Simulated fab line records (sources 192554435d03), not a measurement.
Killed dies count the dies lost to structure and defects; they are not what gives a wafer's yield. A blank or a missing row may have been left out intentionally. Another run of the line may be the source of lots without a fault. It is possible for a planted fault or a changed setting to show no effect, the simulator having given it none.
Matching of chambers | flow n5 finfet | 4 sister chambers for N5_BEOL_M10_ETCH_62 on rie diel-04
The step etches SOC in N2/H2, target depth 110 nm, overetch 22 nm, time 165 s. 18 wafers are shown with their chamber, then 9 later ones without.

EACH WAFER AND ITS CHAMBER
wafer  | chamber | showerhead plenum p Torr (Torr) | throttle valve pct (%) | drypump motor current A (A)
L075.2 | 2       | 2.64                            | 18.07                  | 5.8
L075.4 | 2       | 2.64                            | 18.06                  | 5.8
L075.6 | 3       | 2.47                            | 17.34                  | 5.4
L078.1 | 0       | 2.72                            | 17.52                  | 5.6
L078.5 | 2       | 2.64                            | 18.08                  | 5.8
L078.6 | 3       | 2.47                            | 17.36                  | 5.4
L083.2 | 3       | 2.47                            | 17.36                  | 5.4
L083.4 | 1       | 2.42                            | 17.51                  | 5.3
L083.6 | 0       | 2.72                            | 17.55                  | 5.6
L082.3 | 3       | 2.46                            | 17.36                  | 5.4
L082.4 | 0       | 2.72                            | 17.54                  | 5.6
L082.6 | 1       | 2.42                            | 17.51                  | 5.2
L088.2 | 3       | 2.46                            | 17.40                  | 5.4
L088.4 | 1       | 2.41                            | 17.54                  | 5.2
L088.5 | 3       | 2.46                            | 17.39                  | 5.3
L090.3 | 0       | 2.71                            | 17.57                  | 5.6
L090.4 | 1       | 2.41                            | 17.56                  | 5.2
L090.6 | 0       | 2.71                            | 17.58                  | 5.6

SIGNATURES, as means of the wafers listed above
reading                  | chamber 0 | chamber 1 | chamber 2 | chamber 3 | scatter within a chamber
showerhead plenum p Torr | 2.7160    | 2.4150    | 2.6400    | 2.4650    | 0.00514
throttle valve pct       | 17.5520   | 17.5300   | 18.0700   | 17.3683   | 0.022
drypump motor current A  | 5.600     | 5.225     | 5.800     | 5.383     | 0.0336
Rule: for a wafer and a chamber, the distance is found by dividing, reading by reading, the gap between the wafer's reading and the chamber's mean by the reading's scatter, squaring, summing and taking the root. If the next closest chamber is less than 2 further off than the closest, the wafer can't be placed; otherwise it belongs to the closest. The scatter: the root of (the sum of the squares of (reading less its chamber's mean) over the shown wafers, divided by (wafers less chambers)).

WAFERS WHOSE CHAMBER IS MISSING
wafer  | showerhead plenum p Torr (Torr) | throttle valve pct (%) | drypump motor current A (A)
L092.1 | 2.70                            | 17.61                  | 5.7
L092.3 | 2.40                            | 17.55                  | 5.2
L092.4 | 2.45                            | 17.43                  | 5.4
L094.2 | 2.70                            | 17.60                  | 5.6
L094.4 | 2.70                            | 17.60                  | 5.6
L094.5 | 2.40                            | 17.56                  | 5.2
L095.3 | 2.70                            | 17.62                  | 5.6
L095.5 | 2.70                            | 17.62                  | 5.6
L095.6 | 2.45                            | 17.43                  | 5.4

EACH ONE'S CHAMBER
wafer  | from the rows above | in truth
L092.1 | 0                   | 0
L092.3 | 1                   | 1
L092.4 | 3                   | 3
L094.2 | 0                   | 0
L094.4 | 0                   | 0
L094.5 | 1                   | 1
L095.3 | 0                   | 0
L095.5 | 0                   | 0
L095.6 | 3                   | 3
9 of 9 placed correctly. Can't be placed from these rows: 0. Number placed wrongly: 0.
